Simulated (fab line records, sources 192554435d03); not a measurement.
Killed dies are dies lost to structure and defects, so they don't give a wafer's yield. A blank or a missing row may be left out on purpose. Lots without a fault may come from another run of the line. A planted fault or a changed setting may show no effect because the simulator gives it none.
Chamber matching | flow n5_finfet | N5_BEOL_M10_ETCH_65 on rie_diel-02: 4 sister chambers
The step etches SiARC in CF4, target depth 39 nm, time 65 s. 4 wafers are shown with their chamber, then 7 later ones without.

WAFERS WITH THEIR CHAMBER
wafer  | chamber | showerhead_plenum_p_Torr (Torr)
L081.1 | 1       | 2.14
L088.2 | 0       | 2.05
L090.3 | 3       | 2.20
L090.4 | 2       | 2.04

WAFERS WITHOUT THEIR CHAMBER
wafer  | showerhead_plenum_p_Torr (Torr)
L090.6 | 2.04
L092.3 | 2.04
L092.5 | 2.19
L092.6 | 2.13
L094.3 | 2.04
L094.5 | 2.04
L094.6 | 2.29

WHICH CHAMBER EACH WENT THROUGH
wafer  | from the rows above     | in truth
L090.6 | can't be placed: 2 or 0 | 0
L092.3 | can't be placed: 2 or 0 | 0
L092.5 | can't be placed: 3 or 1 | 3
L092.6 | can't be placed: 1 or 3 | 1
L094.3 | can't be placed: 2 or 0 | 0
L094.5 | can't be placed: 2 or 0 | 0
L094.6 | can't be placed: 3 or 1 | 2
Placed correctly: 0 of 7. Can't be placed from these rows: 7 (the true chamber is among the candidates in 6). Placed wrongly: 0.
How it was worked out, from the rows above alone: a wafer's distance from a chamber is the root of the sum, over the readings, of the square of ((its reading less the chamber's mean) divided by the reading's scatter). The wafer belongs to the nearest chamber; if the next one is less than 2 further off, it can't be placed. A chamber's mean is the mean of its shown wafers. The scatter: with one shown wafer a chamber, the root of the mean of the squares of how far each hidden wafer lies from its nearest shown one.
